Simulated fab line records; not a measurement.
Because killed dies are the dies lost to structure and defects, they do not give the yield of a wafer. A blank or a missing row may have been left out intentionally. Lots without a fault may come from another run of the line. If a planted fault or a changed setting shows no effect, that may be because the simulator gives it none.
Split-lot study ; flow n5 finfet ; on a route of 1938 steps: 7 lots, 21 wafers read

== ON THE SPLIT ==
At N5_BEOL_M13_COAT_04 (resist thk 400 nm), the setting spin rpm was moved away from the recipe's 1625 rpm on 4 of the 21 wafers read, by -6.0% to +5.9%. All remaining wafers had this setting at the recipe value.

== FROM THE SPLIT TO THE READING: what the file shows between them, 3 steps ==
- N5_BEOL_M13_EBR_06
- N5_BEOL_M13_SOFTBAKE_05: time 60 s
- N5_BEOL_M13_DESCUM_15: chemistry O2, time 7.9 s

== THE READING ==
coat_of_BEOL_M13_COAT_04.thk nm (the simulator's own value, which no gauge read), in nm, at N5_BEOL_M13_ETCH_59 (etches BARC in N2/H2, target depth 89 nm, overetch 26.7 nm, time 67.9 s). No usual value for it is given in the file. Here, 17 wafers ran the recipe; their average is 317.3 nm with a standard deviation of 2.2 nm.

wafer;tool, chamber at the split;spin rpm as run, rpm;against the recipe;coat_of_BEOL_M13_COAT_04.thk nm, nm;against lot-mates on the recipe
L074.1;litho track-02, 0;1528;-6.0%;331.4;+12.7
L074.2;litho track-02, 0;1625;recipe;317.6;-
L074.5;litho track-02, 0;1625;recipe;319.8;-
L081.1;litho track-02, 0;1625;recipe;315.6;-
L081.5;litho track-02, 0;1625;recipe;317;-
L081.6;litho track-02, 0;1625;recipe;314.8;-
L089.3;litho track-01, 0;1625;recipe;315.6;-
L089.5;litho track-01, 0;1625;recipe;317.4;-
L089.6;litho track-01, 0;1625;recipe;321.4;-
L090.1;litho track-01, 0;1625;recipe;316.8;-
L090.2;litho track-01, 0;1721;+5.9%;302.8;-14.0
L090.4;litho track-01, 0;1721;+5.9%;303.6;-13.2
L091.2;litho track-01, 0;1625;recipe;323;-
L091.3;litho track-01, 0;1625;recipe;317.4;-
L091.4;litho track-01, 0;1625;recipe;316.8;-
L093.1;litho track-01, 0;1625;recipe;316.8;-
L093.3;litho track-01, 0;1625;recipe;317.2;-
L093.4;litho track-01, 0;1716;+5.6%;307.4;-9.6
L096.2;litho track-02, 0;1625;recipe;316.4;-
L096.3;litho track-02, 0;1625;recipe;315.2;-
L096.5;litho track-02, 0;1625;recipe;314.6;-

THE FIT
A straight line over all 21 wafers: coat_of_BEOL_M13_COAT_04.thk nm changes by -2.24 nm for each +1% of spin rpm; r = -0.94; the points scatter about the line by 2.2 nm.
The same after taking each lot's own level away (the mean of its wafers on the recipe; 21 wafers): -2.12 nm for each +1%; r = -0.96; scatter 1.7 nm.
On that fit, the largest move of spin rpm shifts the reading by 13 nm.
The span of the lots' own levels, 315.40 to 319.07 nm, comes to 1.7 times the standard deviation stated above.
Hence the lot-to-lot level has little effect on the slope; both slopes agree.
Check: for one of the wafers moved furthest among these (-6.0%), held out of the fit, the line's prediction against its lot-mates is +12.7 nm. It came out at +12.7 nm against them.

== THESE WAFERS: OTHER SPLITS ==
These wafers also went through other splits before the reading. Each is held against what the fit with the lots' levels taken away leaves over:
other split on the same wafers;wafers away from the commonest value;r with coat_of_BEOL_M13_COAT_04.thk nm (lot level and that fit taken away)
N5_BEOL_M9_EXPOSE_08 dose mj;7;+0.28
N5_BEOL_M10_ETCH_66 time s;8;+0.00
N5_BEOL_M10_ETCH_41 source w;5;+0.12
N5_BEOL_M11_ETCH_62 time s;4;+0.09
N5_BEOL_M12_DEP_53 time s;7;+0.16

== THE WHOLE CHAIN: every reading that the file lists as answering this split, in the file's order ==
step;what it does;reading;change (the file's fit);r (the file's)
N5_BEOL_M13_COAT_04;resist thk 400 nm;coat_of_BEOL_M13_COAT_04.thk nm (the simulator's own value, which no gauge read);-1.98 nm for each +1% of the setting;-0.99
N5_BEOL_M13_ETCH_59;etches BARC in N2/H2, target depth 89 nm, overetch 26.7 nm, time 67.9 s;coat_of_BEOL_M13_COAT_04.thk nm (the simulator's own value, which no gauge read);-2.06 nm for each +1% of the setting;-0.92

== THE FILE'S OWN FIT ==
coat_of_BEOL_M13_COAT_04.thk nm changes by -2.06 nm for each +1% of spin rpm, r = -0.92.
